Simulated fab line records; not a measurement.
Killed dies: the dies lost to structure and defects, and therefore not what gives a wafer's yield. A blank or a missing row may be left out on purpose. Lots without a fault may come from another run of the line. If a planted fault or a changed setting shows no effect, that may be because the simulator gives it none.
Struck lot and sound lot, side by side :: flow n5-finfet :: 15 out of 1938 route steps
Sound: wafers L641.4, L641.5, L641.6. Struck: wafer L646.6. (L646.1, L646.3 of the same lot were not struck and are left out.) The cause comes at the end.
For every step that has rows: the tool of each side, followed by ch and its chambers, followed by its first start. Under that, the readings that differ: sound wafers :: struck wafers :: difference of the means :: sigmas: that difference in standard deviations of wafers without a fault.
alike: a reading whose means differ by less than 2 such deviations, as well as words and numbers matching on both sides. not compared: withheld readings; readings where some wafer has no value; bounds like >300 that might hide an equal value; numbers whose values overlap and for which the record gives no deviation.
A row with sigmas, a row that says differs or no value, or rows on one side alone: a step with any of these is where the two part. Non-overlapping numbers with no deviation appear without sigmas and do not part them. Lack of a reading on every wafer of one side parts them only where that side has two or more wafers.

first, 6 steps without rows for these wafers: N5_MIM_BOT_LITHO_EBR_04; N5_MIM_BOT_LITHO_SOFTBAKE_03 (time 90 s); N5_MIM_BOT_LITHO_EXPOSE_05 (exposes mask MIM BOT); N5_MIM_BOT_LITHO_PEB_06; N5_MIM_BOT_LITHO_DEVELOP_07 (develop time 60 s); N5_MIM_BOT_LITHO_HARDBAKE_09 (time 120 s).
N5_MIM_BOT_LITHO_CD_MEAS_08 targets a cd of 3000 nm.
  sound on cd-sem-01 ch 0, day 13 17:08; struck on cd-sem-03 ch 0, day 15 07:06
  alike: cd-nm
N5_MIM_BOT_LITHO_OVL_MEAS_11:
  sound on overlay-02 ch 0, day 13 17:09; struck on overlay-01 ch 0, day 15 07:08
  alike: MIM_BOT_OVL
N5_MIM_BOT_LITHO_INSPECT_12: inspects for defects (macro).
  struck on defect-inspect-01, day 15 07:09; sound on defect-inspect-02, day 13 17:11
  alike: raw-defect-count
N5_MIM_BOT_LITHO_DESCUM_10: chemistry O2, time 7.9 s.
  sound on rie-diel-04 ch 0,3, day 13 17:49; struck on rie-diel-05 ch 0, day 15 07:11
  alike: drypump-motor-current-A, oes-product-au, rf-vpp-V, showerhead-plenum-p-Torr, throttle-valve-pct
  not compared: rf-hours-counter-h
N5_MIM_BOT_ETCH_ETCH_04: etches SiNx in CF4/O2, target depth 26 nm, time 13 s.
  sound on rie-diel-04 ch 0,3, day 13 17:53; struck on rie-diel-05 ch 0, day 15 07:15
reading: rf-vpp-V (V)
sound: 243 243 245
struck: 224
difference: -20
sigmas: -3
  alike: drypump-motor-current-A, oes-product-au, showerhead-plenum-p-Torr, throttle-valve-pct
  not compared: rf-hours-counter-h
N5_MIM_BOT_ETCH_ETCH_03: etches the open film in Cl2/BCl3, target depth 12 nm.
  sound on rie-metal-01 ch 0,1, day 13 18:01; struck on rie-metal-02 ch 1, day 15 07:20
  alike: drypump-motor-current-A, oes-product-au, throttle-valve-pct
  not compared: rf-hours-counter-h
N5_MIM_BOT_ETCH_ETCH_00: etches TiN in Cl2/BCl3, target depth 45.5 nm.
  sound on rie-metal-01 ch 0,1, day 13 18:07; struck on rie-metal-02 ch 1, day 15 07:26
reading: oes-product-au (a.u.)
sound: 0.67 0.67 0.70
struck: 1.09
difference: +0.41
sigmas: +3

reading: model.etch.depth-nm (nm)
sound: 46.51 46.37 46.3
struck: 63.2
difference: +16.8
sigmas: 

reading: model.MIM_BOT_ETCH.cd-offset-nm (nm)
sound: 1 0.4 -0.2
struck: -0.8
difference: -1.2
sigmas: 
  alike: drypump-motor-current-A, throttle-valve-pct
  not compared: rf-hours-counter-h, model.coat_of_MIM_BOT_LITHO_COAT_02.thk-nm
N5_MIM_BOT_ETCH_STRIP_01: strips in O2.
  sound on rie-diel-02 ch 0,1,2, day 13 18:23; struck on rie-diel-04 ch 3, day 15 07:34
  alike: drypump-motor-current-A, oes-product-au, rf-vpp-V, showerhead-plenum-p-Torr, throttle-valve-pct
  not compared: rf-hours-counter-h
then, 1 step without rows for these wafers: N5_PASSIVATION_PROBE_49.

WHERE THEY PART
At N5_MIM_BOT_ETCH_ETCH_04 first; at N5_MIM_BOT_ETCH_ETCH_00 last (within this record only). Later steps at which nothing parts them and some readings are alike: N5_MIM_BOT_ETCH_STRIP_01.

WHY: whatever the simulator had introduced
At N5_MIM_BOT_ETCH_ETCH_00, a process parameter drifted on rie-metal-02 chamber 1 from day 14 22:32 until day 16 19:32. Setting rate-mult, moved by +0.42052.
